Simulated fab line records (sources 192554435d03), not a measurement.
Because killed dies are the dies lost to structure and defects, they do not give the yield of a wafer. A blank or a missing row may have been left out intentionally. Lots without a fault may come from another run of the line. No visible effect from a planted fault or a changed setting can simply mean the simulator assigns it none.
Code-filled problem report in 8D (eight disciplines) form -- flow n5-finfet -- the parts of the form that need people (team, actions taken, sign-off) are left out

== 1. WHAT WENT WRONG ==
cd-nm at N5_PASSIVATION_CD_MEAS_44 reads a mean of 40015 nm on 6 wafers of 2 lots; wafers without a fault read 39998 nm with a standard deviation of 2.6. Measured from the usual mean, that is +6.5 standard deviations.
The step: target cd 40000 nm.
Seen first at day 15 08:50 on cd-sem-01, wafer L578.4. The record holds 33 wafers of 11 lots with a number at this step. The rule behind "out" and "out of limits": a value lying over 4 standard deviations away from the usual mean. All remaining wafers that have a number are taken as sound.

== 2. WHAT IT IS, WHAT IT ISN'T ==
question,is,is not
which readings at this step,cd-nm,-
which lots,"L577, L578","L564, L565, L568, L569, L571, L582, L583, L584, L585"
which wafers of those lots,all that have a number,-
read on which gauges,cd-sem-01,"cd-sem-02, cd-sem-03"
when,from day 15 08:50,"up to then (15 sound wafers); but 12 sound wafers of L582, L583, L584, L585 came after"

== 3. THE SUSPECTS, EACH WITH WHAT RULES IT OUT ==
Counting: a tool at any process step up to the reading remains a suspect when it ran all the lots that are out and ran no sound lot after the first of those.
- the gauge at N5_PASSIVATION_CD_MEAS_44 is ruled out. All the wafers that are out were read on cd-sem-01, but those of them that N5_PASSIVATION_EXPOSE_41 has rows for are out there too, on other tools.
- pvd-sputter-03 at N5_MIM_BOT_DEGAS_01 (time 60 s): ruled out as a lasting fault. Sound lots L585 ran on it after its first lot that is out, L578 (day 15 00:01).
- rie-metal-03 at N5_MIM_BOT_ETCH_ETCH_03 (etches the open film in Cl2/BCl3, target depth 12 nm): ruled out as a lasting fault. Sound lots L583 ran on it after its first lot that is out, L578 (day 15 03:20).
- krf-scanner-02 at N5_PASSIVATION_EXPOSE_41 (exposes mask PASS OPEN, defocus 0 nm, target cd 40000 nm): kept. Every lot that is out went through it, starting with L578 (day 15 08:41), and after that it ran no sound lot; the last sound lot it ran before then is L571 (day 14 04:27). Out on those wafers are its own readings of exposure-dose-mJ-cm2.
The count leaves krf-scanner-02 at N5_PASSIVATION_EXPOSE_41.

== 4. THE CAUSE (what the simulator had put in) ==
Drift in process parameters on krf-scanner-02 at N5_PASSIVATION_EXPOSE_41, starting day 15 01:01. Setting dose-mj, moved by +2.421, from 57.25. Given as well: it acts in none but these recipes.
Counting left only this tool.

== 5. SEQUENCE OF EFFECTS, ordered by route ==
Rows list readings where the struck wafers' mean (over those with a number) sits beyond 3 standard deviations from the usual. Only readings whose record carries a usual standard deviation are examined. hours: median over the lots of the time between each lot's start at the first step of this table that gives one and its start at this step. sigmas: the change, counted in usual standard deviations.
hours,step,reading,usual,on struck wafers,change,sigmas
0,N5_PASSIVATION_EXPOSE_41,exposure-dose-mJ-cm2,57.24,59.64,+2.40,+39
0,N5_PASSIVATION_CD_MEAS_44,cd-nm,39998 nm,40015,+17,+6.5
Process steps it contains:
- N5_PASSIVATION_EXPOSE_41: exposes mask PASS OPEN, defocus 0 nm, target cd 40000 nm.

== 6. HOW IT WOULD HAVE BEEN CAUGHT EARLIER ==
In this record the first reading out of limits at a measuring or inspecting step was taken at day 15 08:50, 8 hours after the fault began at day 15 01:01.
Tool's own readings at N5_PASSIVATION_EXPOSE_41, exposure-dose-mJ-cm2: out on all struck wafers the step has rows for; an alarm limit on them would have tripped on the first.
L577, from the lots that are out (2), started N5_PASSIVATION_EXPOSE_41 on krf-scanner-02 later than day 15 08:50. A hold on the tool at that time would have spared it.
